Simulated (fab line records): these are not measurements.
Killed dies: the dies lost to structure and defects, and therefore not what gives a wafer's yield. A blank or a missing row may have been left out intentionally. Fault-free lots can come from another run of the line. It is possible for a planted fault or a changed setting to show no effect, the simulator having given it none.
Which tool is to blame? || flow nand_harc || 11 lots with 33 wafers sampled at 7 steps, on a route of 1159 steps

## WHAT EACH GAUGE READ, for each wafer
NHARC_P_ZERO_WELL_INSPECT_43.
{"lot": "L130", "measured": "day 1 19:46", "on": "defect_inspect-02", "raw_defect_count": "14 22 17"}
{"lot": "L131", "measured": "day 2 01:43", "on": "defect_inspect-02", "raw_defect_count": "12 18 15"}
{"lot": "L133", "measured": "day 2 13:37", "on": "defect_inspect-01", "raw_defect_count": "6 14 8"}
{"lot": "L135", "measured": "day 3 01:43", "on": "defect_inspect-01", "raw_defect_count": "7 15 11"}
{"lot": "L138", "measured": "day 3 19:46", "on": "defect_inspect-02", "raw_defect_count": "13 5 16"}
{"lot": "L139", "measured": "day 4 02:17", "on": "defect_inspect-01", "raw_defect_count": "20 13 16"}
{"lot": "L142", "measured": "day 4 19:21", "on": "defect_inspect-01", "raw_defect_count": "15 17 27"}
{"lot": "L143", "measured": "day 5 01:43", "on": "defect_inspect-01", "raw_defect_count": "9 4 10"}
{"lot": "L148", "measured": "day 6 07:22", "on": "defect_inspect-02", "raw_defect_count": "320 318 308"}
{"lot": "L151", "measured": "day 7 01:38", "on": "defect_inspect-01", "raw_defect_count": "291 291 282"}
{"lot": "L152", "measured": "day 7 07:38", "on": "defect_inspect-02", "raw_defect_count": "278 270 271"}

NHARC_P_STI_INSPECT_11.
{"lot": "L130", "measured": "day 2 13:38", "on": "defect_inspect-01", "raw_defect_count": "3 10 11"}
{"lot": "L131", "measured": "day 2 13:37", "on": "defect_inspect-02", "raw_defect_count": "17 7 5"}
{"lot": "L133", "measured": "day 3 02:11", "on": "defect_inspect-02", "raw_defect_count": "6 10 6"}
{"lot": "L135", "measured": "day 3 17:59", "on": "defect_inspect-02", "raw_defect_count": "3 3 4"}
{"lot": "L138", "measured": "day 4 12:53", "on": "defect_inspect-02", "raw_defect_count": "4 6 8"}
{"lot": "L139", "measured": "day 4 18:50", "on": "defect_inspect-02", "raw_defect_count": "4 8 6"}
{"lot": "L142", "measured": "day 5 07:49", "on": "defect_inspect-01", "raw_defect_count": "8 8 3"}
{"lot": "L143", "measured": "day 5 17:11", "on": "defect_inspect-01", "raw_defect_count": "1 5 2"}
{"lot": "L148", "measured": "day 7 00:58", "on": "defect_inspect-01", "raw_defect_count": "303 319 292"}
{"lot": "L151", "measured": "day 7 13:44", "on": "defect_inspect-02", "raw_defect_count": "248 264 274"}
{"lot": "L152", "measured": "day 8 01:28", "on": "defect_inspect-01", "raw_defect_count": "264 268 259"}

NHARC_P_GATE_CD_MEAS_26: target cd 120 nm.
{"lot": "L130", "measured": "day 4 15:28", "on": "cd_sem-01", "cd_nm (nm)": "120.5 119.1 120.5"}
{"lot": "L131", "measured": "day 4 15:02", "on": "cd_sem-03", "cd_nm (nm)": "121.0 120.1 121.7"}
{"lot": "L133", "measured": "day 5 05:40", "on": "cd_sem-03", "cd_nm (nm)": "121.1 121.1 121.9"}
{"lot": "L135", "measured": "day 6 07:08", "on": "cd_sem-03", "cd_nm (nm)": "118.5 119.0 119.6"}
{"lot": "L138", "measured": "day 6 20:26", "on": "cd_sem-02", "cd_nm (nm)": "120.9 121.4 122.0"}
{"lot": "L139", "measured": "day 7 01:05", "on": "cd_sem-01", "cd_nm (nm)": "121.0 119.7 120.9"}
{"lot": "L142", "measured": "day 8 00:26", "on": "cd_sem-03", "cd_nm (nm)": "121.1 121.7 120.8"}
{"lot": "L143", "measured": "day 8 01:00", "on": "cd_sem-03", "cd_nm (nm)": "119.3 120.4 119.4"}
{"lot": "L148", "measured": "day 9 06:16", "on": "cd_sem-02", "cd_nm (nm)": "120.1 121.3 120.7"}
{"lot": "L151", "measured": "day 9 20:04", "on": "cd_sem-01", "cd_nm (nm)": "120.9 121.1 122.1"}
{"lot": "L152", "measured": "day 10 10:29", "on": "cd_sem-01", "cd_nm (nm)": "119.8 121.8 120.5"}

NHARC_END_SORT_01.
{"lot": "L148", "measured": "day 23 21:27", "on": "prober-01", "killed_at_array": "26 33 37", "killed_at_other": "0 1 0", "killed_at_periphery": "73 31 73", "killed_dies": "99 65 110", "killed_open": "2 3 5", "killed_short": "2 3 0"}
{"lot": "L151", "measured": "day 24 18:47", "on": "prober-01", "killed_at_array": "50 45 46", "killed_at_other": "1 0 1", "killed_at_periphery": "72 75 56", "killed_dies": "123 120 103", "killed_open": "2 1 6", "killed_short": "1 2 2"}
{"lot": "L152", "measured": "day 24 12:58", "on": "prober-02", "killed_at_array": "36 30 26", "killed_at_other": "1 0 2", "killed_at_periphery": "73 55 49", "killed_dies": "110 85 77", "killed_open": "2 1 1", "killed_short": "1 0 0"}

## WHICH TOOL RAN EACH LOT (tool, then ch and the chambers of the sampled wafers, then the start)
{"lot": "L130", "NHARC_P_ZERO_WELL_ETCH_63": "rie_si-05 ch 2,3, day 1 13:41", "NHARC_P_ZERO_WELL_PRECLEAN_68": "wet_bench-04 ch 4,5,7, day 1 18:41", "NHARC_P_GATE_ETCH_104": "rie_diel-04 ch 0,1,3, day 4 15:49"}
{"lot": "L131", "NHARC_P_ZERO_WELL_ETCH_63": "rie_si-05 ch 0,1,3, day 1 19:40", "NHARC_P_ZERO_WELL_PRECLEAN_68": "wet_bench-07 ch 0,2,7, day 2 00:38", "NHARC_P_GATE_ETCH_104": "rie_diel-03 ch 0,1,3, day 4 15:22"}
{"lot": "L133", "NHARC_P_ZERO_WELL_ETCH_63": "rie_si-05 ch 0,1, day 2 07:43", "NHARC_P_ZERO_WELL_PRECLEAN_68": "wet_bench-07 ch 1,2,5, day 2 12:32", "NHARC_P_GATE_ETCH_104": "rie_diel-03 ch 0,3, day 5 05:58"}
{"lot": "L135", "NHARC_P_ZERO_WELL_ETCH_63": "rie_si-02 ch 0,2,3, day 2 19:41", "NHARC_P_ZERO_WELL_PRECLEAN_68": "wet_bench-05 ch 2,6,7, day 3 00:40", "NHARC_P_GATE_ETCH_104": "rie_diel-01 ch 0,1,2, day 6 07:38"}
{"lot": "L138", "NHARC_P_ZERO_WELL_ETCH_63": "rie_si-02 ch 0,1,2, day 3 13:48", "NHARC_P_ZERO_WELL_PRECLEAN_68": "wet_bench-04 ch 1,5,6, day 3 18:43", "NHARC_P_GATE_ETCH_104": "rie_diel-04 ch 1,2, day 6 20:46"}
{"lot": "L139", "NHARC_P_ZERO_WELL_ETCH_63": "rie_si-04 ch 1,2, day 3 20:20", "NHARC_P_ZERO_WELL_PRECLEAN_68": "wet_bench-05 ch 0,1,2, day 4 01:13", "NHARC_P_GATE_ETCH_104": "rie_diel-03 ch 2,3, day 7 01:44"}
{"lot": "L142", "NHARC_P_ZERO_WELL_ETCH_63": "rie_si-04 ch 0,3, day 4 13:32", "NHARC_P_ZERO_WELL_PRECLEAN_68": "wet_bench-07 ch 0,4,7, day 4 18:16", "NHARC_P_GATE_ETCH_104": "rie_diel-01 ch 0,1,3, day 8 00:44"}
{"lot": "L143", "NHARC_P_ZERO_WELL_ETCH_63": "rie_si-05 ch 0,1,3, day 4 19:51", "NHARC_P_ZERO_WELL_PRECLEAN_68": "wet_bench-04 ch 0,3,7, day 5 00:38", "NHARC_P_GATE_ETCH_104": "rie_diel-03 ch 0,2,3, day 8 01:17"}
{"lot": "L148", "NHARC_P_ZERO_WELL_ETCH_63": "rie_si-05 ch 0,1,2, day 6 01:32", "NHARC_P_ZERO_WELL_PRECLEAN_68": "wet_bench-04 ch 1,3,4, day 6 06:19", "NHARC_P_GATE_ETCH_104": "rie_diel-03 ch 2,3, day 9 06:32"}
{"lot": "L151", "NHARC_P_ZERO_WELL_ETCH_63": "rie_si-05 ch 1,2,3, day 6 19:37", "NHARC_P_ZERO_WELL_PRECLEAN_68": "wet_bench-04 ch 0,1,2, day 7 00:35", "NHARC_P_GATE_ETCH_104": "rie_diel-01 ch 1,2,3, day 9 20:21"}
{"lot": "L152", "NHARC_P_ZERO_WELL_ETCH_63": "rie_si-02 ch 0,1,2, day 7 01:45", "NHARC_P_ZERO_WELL_PRECLEAN_68": "wet_bench-04 ch 0,6,7, day 7 06:35", "NHARC_P_GATE_ETCH_104": "rie_diel-01 ch 0,3, day 10 12:10"}
- NHARC_P_ZERO_WELL_ETCH_63: etches the open film in HBr/Cl2, target depth 120 nm, time 40.1 s.
- NHARC_P_ZERO_WELL_PRECLEAN_68: cleans in SC1, time 60 s.
- NHARC_P_GATE_ETCH_104: etches the open film in CF4/CHF3, target depth 60 nm.

## AS READ BY THE TOOLS THEMSELVES (means over the sampled wafers that have a number; for cases with no such wafer, the mark the record gives instead)
NHARC_P_ZERO_WELL_ETCH_63.
{"lot": "L130", "tool": "rie_si-05", "drypump_motor_current_A (A)": 6.02, "oes_product_au (a.u.)": 1.006, "throttle_valve_pct (%)": 26.408}
{"lot": "L131", "tool": "rie_si-05", "drypump_motor_current_A (A)": 6.11, "oes_product_au (a.u.)": 1.005, "throttle_valve_pct (%)": 26.416}
{"lot": "L133", "tool": "rie_si-05", "drypump_motor_current_A (A)": 6.17, "oes_product_au (a.u.)": 0.993, "throttle_valve_pct (%)": 26.404}
{"lot": "L135", "tool": "rie_si-02", "drypump_motor_current_A (A)": 6.13, "oes_product_au (a.u.)": 1.000, "throttle_valve_pct (%)": 26.405}
{"lot": "L138", "tool": "rie_si-02", "drypump_motor_current_A (A)": 5.88, "oes_product_au (a.u.)": 1.000, "throttle_valve_pct (%)": 26.416}
{"lot": "L139", "tool": "rie_si-04", "drypump_motor_current_A (A)": 5.87, "oes_product_au (a.u.)": 1.002, "throttle_valve_pct (%)": 26.406}
{"lot": "L142", "tool": "rie_si-04", "drypump_motor_current_A (A)": 5.96, "oes_product_au (a.u.)": 0.991, "throttle_valve_pct (%)": 26.407}
{"lot": "L143", "tool": "rie_si-05", "drypump_motor_current_A (A)": 6.13, "oes_product_au (a.u.)": 0.993, "throttle_valve_pct (%)": 26.408}
{"lot": "L148", "tool": "rie_si-05", "drypump_motor_current_A (A)": 6.19, "oes_product_au (a.u.)": 0.999, "throttle_valve_pct (%)": 26.409}
{"lot": "L151", "tool": "rie_si-05", "drypump_motor_current_A (A)": 6.07, "oes_product_au (a.u.)": 1.001, "throttle_valve_pct (%)": 26.405}
{"lot": "L152", "tool": "rie_si-02", "drypump_motor_current_A (A)": 5.88, "oes_product_au (a.u.)": 1.001, "throttle_valve_pct (%)": 26.406}

NHARC_P_ZERO_WELL_PRECLEAN_68.
{"lot": "L130", "tool": "wet_bench-04", "sc1_h2o2_end_mol_l": 0.3703, "temp_c (C)": 50.07}
{"lot": "L131", "tool": "wet_bench-07", "sc1_h2o2_end_mol_l": 0.3698, "temp_c (C)": 50.00}
{"lot": "L133", "tool": "wet_bench-07", "sc1_h2o2_end_mol_l": 0.3698, "temp_c (C)": 49.99}
{"lot": "L135", "tool": "wet_bench-05", "sc1_h2o2_end_mol_l": 0.3693, "temp_c (C)": 50.08}
{"lot": "L138", "tool": "wet_bench-04", "sc1_h2o2_end_mol_l": 0.3691, "temp_c (C)": 50.13}
{"lot": "L139", "tool": "wet_bench-05", "sc1_h2o2_end_mol_l": 0.3697, "temp_c (C)": 49.91}
{"lot": "L142", "tool": "wet_bench-07", "sc1_h2o2_end_mol_l": 0.3694, "temp_c (C)": 49.91}
{"lot": "L143", "tool": "wet_bench-04", "sc1_h2o2_end_mol_l": 0.3695, "temp_c (C)": 50.03}
{"lot": "L148", "tool": "wet_bench-04", "sc1_h2o2_end_mol_l": 0.3698, "temp_c (C)": 50.13}
{"lot": "L151", "tool": "wet_bench-04", "sc1_h2o2_end_mol_l": 0.3697, "temp_c (C)": 50.03}
{"lot": "L152", "tool": "wet_bench-04", "sc1_h2o2_end_mol_l": 0.3701, "temp_c (C)": 49.95}

NHARC_P_GATE_ETCH_104.
{"lot": "L130", "tool": "rie_diel-04", "drypump_motor_current_A (A)": 5.5, "mfc_ar_sccm (sccm)": 0.012, "oes_product_au (a.u.)": 0.945, "rf_vpp_V (V)": 372.7, "showerhead_plenum_p_Torr (Torr)": 1.63, "throttle_valve_pct (%)": 16.809}
{"lot": "L131", "tool": "rie_diel-03", "drypump_motor_current_A (A)": 5.4, "mfc_ar_sccm (sccm)": 0.000, "oes_product_au (a.u.)": 0.953, "rf_vpp_V (V)": 369.6, "showerhead_plenum_p_Torr (Torr)": 1.56, "throttle_valve_pct (%)": 16.792}
{"lot": "L133", "tool": "rie_diel-03", "drypump_motor_current_A (A)": 5.4, "mfc_ar_sccm (sccm)": 0.000, "oes_product_au (a.u.)": 0.946, "rf_vpp_V (V)": 369.4, "showerhead_plenum_p_Torr (Torr)": 1.54, "throttle_valve_pct (%)": 16.808}
{"lot": "L135", "tool": "rie_diel-01", "drypump_motor_current_A (A)": 5.7, "mfc_ar_sccm (sccm)": 0.006, "oes_product_au (a.u.)": 0.928, "rf_vpp_V (V)": 370.7, "showerhead_plenum_p_Torr (Torr)": 1.57, "throttle_valve_pct (%)": 16.797}
{"lot": "L138", "tool": "rie_diel-04", "drypump_motor_current_A (A)": 5.8, "mfc_ar_sccm (sccm)": 0.026, "oes_product_au (a.u.)": 0.949, "rf_vpp_V (V)": 371.9, "showerhead_plenum_p_Torr (Torr)": 1.59, "throttle_valve_pct (%)": 16.794}
{"lot": "L139", "tool": "rie_diel-03", "drypump_motor_current_A (A)": 6.1, "mfc_ar_sccm (sccm)": 0.020, "oes_product_au (a.u.)": 0.947, "rf_vpp_V (V)": 368.2, "showerhead_plenum_p_Torr (Torr)": 1.49, "throttle_valve_pct (%)": 16.797}
{"lot": "L142", "tool": "rie_diel-01", "drypump_motor_current_A (A)": 5.4, "mfc_ar_sccm (sccm)": 0.016, "oes_product_au (a.u.)": 0.957, "rf_vpp_V (V)": 371.5, "showerhead_plenum_p_Torr (Torr)": 1.61, "throttle_valve_pct (%)": 16.802}
{"lot": "L143", "tool": "rie_diel-03", "drypump_motor_current_A (A)": 5.7, "mfc_ar_sccm (sccm)": 0.010, "oes_product_au (a.u.)": 0.933, "rf_vpp_V (V)": 369.2, "showerhead_plenum_p_Torr (Torr)": 1.51, "throttle_valve_pct (%)": 16.801}
{"lot": "L148", "tool": "rie_diel-03", "drypump_motor_current_A (A)": 6.1, "mfc_ar_sccm (sccm)": 0.020, "oes_product_au (a.u.)": 0.947, "rf_vpp_V (V)": 367.5, "showerhead_plenum_p_Torr (Torr)": 1.48, "throttle_valve_pct (%)": 16.801}
{"lot": "L151", "tool": "rie_diel-01", "drypump_motor_current_A (A)": 5.5, "mfc_ar_sccm (sccm)": 0.016, "oes_product_au (a.u.)": 0.970, "rf_vpp_V (V)": 371.8, "showerhead_plenum_p_Torr (Torr)": 1.60, "throttle_valve_pct (%)": 16.805}
{"lot": "L152", "tool": "rie_diel-01", "drypump_motor_current_A (A)": 5.3, "mfc_ar_sccm (sccm)": 0.020, "oes_product_au (a.u.)": 0.943, "rf_vpp_V (V)": 369.7, "showerhead_plenum_p_Torr (Torr)": 1.53, "throttle_valve_pct (%)": 16.802}

## THE ANSWER, worked out from the rows above alone
Rule: the usual values come from the lots themselves. Put in order of their means at a reading, lots are off if they are a third of the lots or fewer, leave a main group of 4 or more, and stand apart from it by a gap of 3 or more times the standard deviation of the main group's means; of several such gaps the widest counts. A main group whose means are all the same, to the digits that the tables above print for the reading, isn't used. A lot without any number at a reading at which 4 lots or more have one is off too. Where the step has rows for the other lots, those lots are counted as sound. The gauges are gone through in route order, then the tools' own readings, and for those a lot's mean is taken as printed above. The first step at which some lot is off is used, and at that step the reading that is off furthest; a lot without a number counts as furthest.
Off: L148, L151, L152 (NHARC_P_ZERO_WELL_INSPECT_43, raw_defect_count). For the main group the mean is 14 and the standard deviation 4.
A tool fits if, at a process step before that reading, it ran every lot that is off, and no sound lot after the first of them. The gauges at NHARC_P_ZERO_WELL_INSPECT_43 are tried like those tools. One fits: NHARC_P_ZERO_WELL_PRECLEAN_68 on wet_bench-04. Its last sound lot is L143 (day 5 00:38), its first lot that is off L148 (day 6 06:19): a fault that began between those two fits.

## WHAT THE SIMULATOR PUT IN
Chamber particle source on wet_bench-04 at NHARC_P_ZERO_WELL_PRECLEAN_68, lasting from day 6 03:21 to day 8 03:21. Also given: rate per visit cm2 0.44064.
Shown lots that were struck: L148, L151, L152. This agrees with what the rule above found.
